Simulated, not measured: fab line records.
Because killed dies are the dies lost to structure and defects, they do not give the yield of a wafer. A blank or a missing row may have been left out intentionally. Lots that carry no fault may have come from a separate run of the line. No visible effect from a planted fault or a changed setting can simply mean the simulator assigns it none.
fab line records + flow nand-harc
record
- lots=6
- wafers=18
- last-day=32
route steps=1302 shown A_ONON_D2@554
lots with no fault: from the same line, run without faults
start-h: hours from the record's first day to the start of the lot's first wafer shown + wait-h: time in hours since the lot's previous step + " the same as in the row above + L1.1+2: a row that stands for several wafers + - no value, or no start was given + * or withheld: withheld + < > ~ a bound
route shown NAME@n: NAME is a module with steps in the file, n the number in the route of the first one + usual: mean/standard deviation taken from wafers without a fault + same: alike in all rows + chamber/n: place in a boat + sites: per-site readings + _std_site: the values' standard deviation + _edge_site: outer sites' mean less inner sites' + radius-mm: for every site, how far away it sits from the centre of the wafer + mask NAME#n: copy n + behind: the tool/chamber that last shaped the wafer + hold: cause of the lot's hold/its duration in hours/its outcome + device: whichever transistor did not switch (one of n, p or np) + end of line: the route-end tests of the same wafers + a step with no rows: only its recipe + killed: count of dies lost to structure and defects at first sort (not the wafer's yield) + map: a wafer's dies, x killed, . not, _ none there
set.NAME: the run value of the setting; set.NAME@STEP: its run value at that earlier step + model.NAME: the simulator's own value behind a step, which no gauge read
a table for each step, a row for each wafer; lots at some steps of the route
services: when a tool's chamber went out of use (start-h, in hours from the record's first day, below 0 if earlier), for how many hours, and the reason
## steps
# step NHARC_A_ONON_D2_THK_MEAS_14
# recipe
- thk-meas-gauge=ellipsometry
# usual
- thk-nm=996/7.8
| lot.wafer | tool          | chamber | start-h | wait-h | thk-nm |
|-----------|---------------|---------|---------|--------|--------|
| L913.3    | film-metro-01 | -       | 301.00  | -      | 991    |
| L913.4    | "             | -       | "       | "      | 992    |
| L913.6    | "             | -       | "       | "      | 990    |
| L917.1    | film-metro-02 | -       | 335.56  | -      | 995    |
| L917.4    | "             | -       | "       | "      | 993    |
| L917.5    | "             | -       | "       | "      | 994    |
| L924.2    | film-metro-01 | -       | 401.10  | -      | 1006   |
| L924.4    | "             | -       | "       | "      | 1004   |
| L924.5    | "             | -       | "       | "      | 1004   |
| L930.2    | film-metro-01 | -       | 447.70  | -      | 996    |
| L930.3    | "             | -       | "       | "      | 996    |
| L930.6    | "             | -       | "       | "      | 996    |
| L931.2    | film-metro-01 | -       | 473.48  | -      | 1008   |
| L931.3    | "             | -       | "       | "      | 1007   |
| L931.4    | "             | -       | "       | "      | 1006   |
| L932.1    | film-metro-01 | -       | 487.54  | -      | 996    |
| L932.4    | "             | -       | "       | "      | 1000   |
| L932.6    | "             | -       | "       | "      | 998    |
# step NHARC_A_ONON_D2_ANNEAL_15
# recipe
- temp-c=750
- time-s=3600
# step NHARC_A_ONON_D2_DEP_16
# recipe
- target-thk-a=10000
- n2-flow-sccm=2750
- n2o-flow-sccm=2000
- nh3-flow-sccm=500
- sih4-flow-sccm=210
- temp-c=400
# step NHARC_A_ONON_D2_THK_MEAS_18
# recipe
- thk-meas-gauge=ellipsometry
# usual
- thk-nm=996/8.2
| lot.wafer | tool          | chamber | start-h | wait-h | thk-nm |
|-----------|---------------|---------|---------|--------|--------|
| L913.3    | film-metro-02 | -       | 308.71  | -      | 995    |
| L913.4    | "             | -       | "       | "      | 995    |
| L913.6    | "             | -       | "       | "      | 997    |
| L917.1    | film-metro-01 | -       | 343.30  | -      | 986    |
| L917.4    | "             | -       | "       | "      | 990    |
| L917.5    | "             | -       | "       | "      | 987    |
| L924.2    | film-metro-02 | -       | 411.92  | -      | 986    |
| L924.4    | "             | -       | "       | "      | 986    |
| L924.5    | "             | -       | "       | "      | 987    |
| L930.2    | film-metro-02 | -       | 455.07  | -      | 1002   |
| L930.3    | "             | -       | "       | "      | 1002   |
| L930.6    | "             | -       | "       | "      | 1002   |
| L931.2    | film-metro-02 | -       | 481.19  | -      | 1008   |
| L931.3    | "             | -       | "       | "      | 1007   |
| L931.4    | "             | -       | "       | "      | 1008   |
| L932.1    | film-metro-02 | -       | 492.75  | -      | 1003   |
| L932.4    | "             | -       | "       | "      | 1004   |
| L932.6    | "             | -       | "       | "      | 1004   |
# step NHARC_A_ONON_D2_DEP_19
# recipe
- target-thk-a=10000
- n2-flow-sccm=2750
- n2o-flow-sccm=2000
- nh3-flow-sccm=500
- sih4-flow-sccm=210
- temp-c=400
# step NHARC_A_ONON_D2_THK_MEAS_21
# recipe
- thk-meas-gauge=ellipsometry
# usual
- thk-nm=1001/9.5
| lot.wafer | tool          | chamber | start-h | wait-h | thk-nm |
|-----------|---------------|---------|---------|--------|--------|
| L913.3    | film-metro-01 | -       | 309.27  | -      | 998    |
| L913.4    | "             | -       | "       | "      | 997    |
| L913.6    | "             | -       | "       | "      | 998    |
| L917.1    | film-metro-02 | -       | 343.86  | -      | 1001   |
| L917.4    | "             | -       | "       | "      | 998    |
| L917.5    | "             | -       | "       | "      | 1000   |
| L924.2    | film-metro-01 | -       | 412.48  | -      | 1004   |
| L924.4    | "             | -       | "       | "      | 1005   |
| L924.5    | "             | -       | "       | "      | 1003   |
| L930.2    | film-metro-01 | -       | 455.63  | -      | 1012   |
| L930.3    | "             | -       | "       | "      | 1011   |
| L930.6    | "             | -       | "       | "      | 1013   |
| L931.2    | film-metro-01 | -       | 481.75  | -      | 984    |
| L931.3    | "             | -       | "       | "      | 983    |
| L931.4    | "             | -       | "       | "      | 982    |
| L932.1    | film-metro-01 | -       | 493.38  | -      | 1005   |
| L932.4    | "             | -       | "       | "      | 1005   |
| L932.6    | "             | -       | "       | "      | 1005   |
# step NHARC_A_ONON_D2_DEP_22
# recipe
- target-thk-a=10000
- n2-flow-sccm=2750
- n2o-flow-sccm=2000
- nh3-flow-sccm=500
- sih4-flow-sccm=210
- temp-c=400
# step NHARC_A_ONON_D2_THK_MEAS_24
# recipe
- thk-meas-gauge=ellipsometry
# usual
- thk-nm=1000/13
| lot.wafer | tool          | chamber | start-h | wait-h | thk-nm |
|-----------|---------------|---------|---------|--------|--------|
| L913.3    | film-metro-02 | -       | 309.84  | -      | 1015   |
| L913.4    | "             | -       | "       | "      | 1014   |
| L913.6    | "             | -       | "       | "      | 1015   |
| L917.1    | film-metro-01 | -       | 344.42  | -      | 1008   |
| L917.4    | "             | -       | "       | "      | 1006   |
| L917.5    | "             | -       | "       | "      | 1007   |
| L924.2    | film-metro-02 | -       | 413.05  | -      | 1000   |
| L924.4    | "             | -       | "       | "      | 1001   |
| L924.5    | "             | -       | "       | "      | 999    |
| L930.2    | film-metro-01 | -       | 456.20  | -      | 1011   |
| L930.3    | "             | -       | "       | "      | 1010   |
| L930.6    | "             | -       | "       | "      | 1012   |
| L931.2    | film-metro-01 | -       | 482.32  | -      | 1001   |
| L931.3    | "             | -       | "       | "      | 1000   |
| L931.4    | "             | -       | "       | "      | 999    |
| L932.1    | film-metro-02 | -       | 494.08  | -      | 993    |
| L932.4    | "             | -       | "       | "      | 990    |
| L932.6    | "             | -       | "       | "      | 991    |
# step NHARC_A_ONON_D2_DEP_25
# recipe
- target-thk-a=10000
- n2-flow-sccm=2750
- n2o-flow-sccm=2000
- nh3-flow-sccm=500
- sih4-flow-sccm=210
- temp-c=400
# step NHARC_A_ONON_D2_THK_MEAS_27
# recipe
- thk-meas-gauge=ellipsometry
# usual
- thk-nm=1003/11
| lot.wafer | tool          | chamber | start-h | wait-h | thk-nm |
|-----------|---------------|---------|---------|--------|--------|
| L913.3    | film-metro-02 | -       | 310.41  | -      | 1021   |
| L913.4    | "             | -       | "       | "      | 1019   |
| L913.6    | "             | -       | "       | "      | 1023   |
| L917.1    | film-metro-01 | -       | 344.99  | -      | 994    |
| L917.4    | "             | -       | "       | "      | 995    |
| L917.5    | "             | -       | "       | "      | 995    |
| L924.2    | film-metro-02 | -       | 413.62  | -      | 999    |
| L924.4    | "             | -       | "       | "      | 1003   |
| L924.5    | "             | -       | "       | "      | 1001   |
| L930.2    | film-metro-02 | -       | 456.77  | -      | 1007   |
| L930.3    | "             | -       | "       | "      | 1008   |
| L930.6    | "             | -       | "       | "      | 1006   |
| L931.2    | film-metro-02 | -       | 482.88  | -      | 995    |
| L931.3    | "             | -       | "       | "      | 993    |
| L931.4    | "             | -       | "       | "      | 994    |
| L932.1    | film-metro-01 | -       | 494.78  | -      | 997    |
| L932.4    | "             | -       | "       | "      | 996    |
| L932.6    | "             | -       | "       | "      | 998    |
# step NHARC_A_ONON_D2_DEP_28
# recipe
- target-thk-a=10000
- n2-flow-sccm=2750
- n2o-flow-sccm=2000
- nh3-flow-sccm=500
- sih4-flow-sccm=210
- temp-c=400
# step NHARC_A_ONON_D2_THK_MEAS_30
# recipe
- thk-meas-gauge=ellipsometry
# usual
- thk-nm=1000/9.3
| lot.wafer | tool          | chamber | start-h | wait-h | thk-nm |
|-----------|---------------|---------|---------|--------|--------|
| L913.3    | film-metro-02 | -       | 310.97  | -      | 984    |
| L913.4    | "             | -       | "       | "      | 982    |
| L913.6    | "             | -       | "       | "      | 984    |
| L917.1    | film-metro-01 | -       | 345.55  | -      | 994    |
| L917.4    | "             | -       | "       | "      | 995    |
| L917.5    | "             | -       | "       | "      | 993    |
| L924.2    | film-metro-02 | -       | 414.19  | -      | 1008   |
| L924.4    | "             | -       | "       | "      | 1007   |
| L924.5    | "             | -       | "       | "      | 1008   |
| L930.2    | film-metro-02 | -       | 457.33  | -      | 992    |
| L930.3    | "             | -       | "       | "      | 992    |
| L930.6    | "             | -       | "       | "      | 993    |
| L931.2    | film-metro-02 | -       | 483.45  | -      | 1026   |
| L931.3    | "             | -       | "       | "      | 1023   |
| L931.4    | "             | -       | "       | "      | 1023   |
| L932.1    | film-metro-01 | -       | 495.35  | -      | 1005   |
| L932.4    | "             | -       | "       | "      | 1003   |
| L932.6    | "             | -       | "       | "      | 1006   |
# step NHARC_A_ONON_D2_DEP_33
# recipe
- target-thk-a=2000
- temp-c=400
- pressure-torr=6.5
- rf-w=900
- teos-flow-sccm=161.4
- flow-sccm=2650
- target-thk-nm=200
- gas=O2
- material=SiO2
# usual
- heater-power-w=611/110
- mfc-precursor-sccm=161.5/0.46
- throttle-valve-pct=16.1/0.52
| lot.wafer | tool     | chamber | start-h | wait-h | heater-power-w | mfc-precursor-sccm | throttle-valve-pct |
|-----------|----------|---------|---------|--------|----------------|--------------------|--------------------|
| L913.4    | pecvd-02 | 0       | 311.17  | 0.2    | 520            | 161.1              | 15.3               |
| L913.3    | "        | 1       | "       | "      | 644            | 161.3              | 15.8               |
| L913.6    | "        | 1       | "       | "      | 664            | 162.2              | 16.0               |
| L917.1    | pecvd-04 | 0       | 345.71  | 0.2    | 562            | 161.6              | 17.2               |
| L917.4    | "        | 2       | "       | "      | 637            | 161.6              | 16.3               |
| L917.5    | "        | 0       | "       | "      | 593            | 161.2              | 17.0               |
| L924.2    | pecvd-02 | 2       | 414.24  | 0.1    | 730            | 155.1              | 16.4               |
| L924.4    | "        | 0       | "       | "      | 487            | 156.1              | 15.5               |
| L924.5    | "        | 1       | "       | "      | 752            | 155.8              | 16.0               |
| L930.2    | pecvd-02 | 2       | 457.39  | 0.1    | 719            | 156.3              | 16.2               |
| L930.3    | "        | 0       | "       | "      | 577            | 155.5              | 15.1               |
| L930.6    | "        | 2       | "       | "      | 733            | 155.7              | 16.2               |
| L931.3    | pecvd-04 | 0       | 483.51  | 0.1    | 618            | 162.1              | 16.4               |
| L931.2    | "        | 1       | "       | "      | 547            | 161.6              | 15.7               |
| L931.4    | "        | 1       | "       | "      | 411            | 161.3              | 15.7               |
| L932.1    | pecvd-03 | 0       | 495.50  | 0.1    | 597            | 161.0              | 16.9               |
| L932.4    | "        | 2       | "       | "      | 530            | 162.6              | 15.3               |
| L932.6    | "        | 0       | "       | "      | 594            | 161.9              | 16.9               |
# step NHARC_A_ONON_D2_THK_MEAS_34
# recipe
- thk-meas-gauge=ellipsometry
# usual
- thk-nm=199/3.1
| lot.wafer | tool          | chamber | start-h | wait-h | thk-nm |
|-----------|---------------|---------|---------|--------|--------|
| L913.3    | film-metro-01 | -       | 311.58  | 0.3    | 201    |
| L913.4    | "             | -       | "       | "      | 195    |
| L913.6    | "             | -       | "       | "      | 200    |
| L917.1    | film-metro-01 | -       | 346.04  | -      | 200    |
| L917.4    | "             | -       | "       | "      | 204    |
| L917.5    | "             | -       | "       | "      | 201    |
| L924.2    | film-metro-01 | -       | 414.67  | -      | 189    |
| L924.4    | "             | -       | "       | "      | 189    |
| L924.5    | "             | -       | "       | "      | 188    |
| L930.2    | film-metro-02 | -       | 457.80  | -      | 191    |
| L930.3    | "             | -       | "       | "      | 192    |
| L930.6    | "             | -       | "       | "      | 192    |
| L931.2    | film-metro-01 | -       | 483.92  | -      | 200    |
| L931.3    | "             | -       | "       | "      | 201    |
| L931.4    | "             | -       | "       | "      | 202    |
| L932.1    | film-metro-02 | -       | 495.82  | -      | 196    |
| L932.4    | "             | -       | "       | "      | 199    |
| L932.6    | "             | -       | "       | "      | 204    |
## services
| tool     | chamber | start-h | hours | kind       |
|----------|---------|---------|-------|------------|
| pecvd-04 | 2       | 298.47  | 13.5  | repair     |
| pecvd-03 | -       | 366.14  | 13.0  | pm         |
| pecvd-03 | 0       | 366.14  | 13.0  | vent-cycle |
| pecvd-03 | 1       | 366.14  | 13.0  | vent-cycle |
| pecvd-03 | 2       | 366.14  | 13.0  | vent-cycle |
| pecvd-03 | 0       | 379.14  | -     | clean      |
| pecvd-03 | 1       | 379.14  | -     | clean      |
| pecvd-02 | -       | 416.97  | 13.0  | pm         |
| pecvd-02 | 0       | 416.97  | 13.0  | vent-cycle |
| pecvd-02 | 1       | 416.97  | 13.0  | vent-cycle |
| pecvd-02 | 2       | 416.97  | 13.0  | vent-cycle |
| pecvd-04 | 1       | 425.09  | 23.7  | repair     |
| pecvd-03 | -       | 429.81  | 1.5   | repair     |
| pecvd-02 | 0       | 429.97  | -     | clean      |
| pecvd-02 | 1       | 429.97  | -     | clean      |
| pecvd-02 | 2       | 429.97  | -     | clean      |
| pecvd-04 | -       | 450.00  | 13.0  | pm         |
| pecvd-04 | 0       | 450.00  | 13.0  | vent-cycle |
| pecvd-04 | 1       | 450.00  | 13.0  | vent-cycle |
| pecvd-04 | 2       | 450.00  | 13.0  | vent-cycle |
| pecvd-04 | 0       | 463.00  | -     | clean      |
| pecvd-04 | 1       | 463.00  | -     | clean      |
| pecvd-04 | 2       | 463.00  | -     | clean      |
| pecvd-03 | -       | 488.89  | 3.1   | repair     |
## key
first-sign
- step=NHARC_A_ONON_D2_DEP_33
- reading=mfc-precursor-sccm
- direction=down
- sigmas=12
- usual=161.5
- struck=155.8
effect
- step=NHARC_A_ONON_D2_THK_MEAS_34
- reading=thk-nm
- direction=down
- sigmas=3
- usual=199
- struck=190
met-at NHARC_A_ONON_D2_DEP_33
struck-wafers L924.2,L924.4,L924.5,L930.2,L930.3,L930.6
tester-left-out L924,L930
onset-between 311.17 414.24
fault
- kind=process-parameter-drift
- tool=pecvd-02
- chamber=-
- onset-h=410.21
- steps=NHARC_A_ONON_D2_DEP_33
- channel=teos-flow-sccm
- offset=*
- shape=step
- end-h=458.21
- acts-in=*
- stated=*
# tester-left-out: of these lots the tester's yield and bins aren't shown, on N5 and GAA mostly nor the transistor test; their killed dies are dies lost to structure and defects alone, not to doping, threshold or leakage, so they don't give the yield
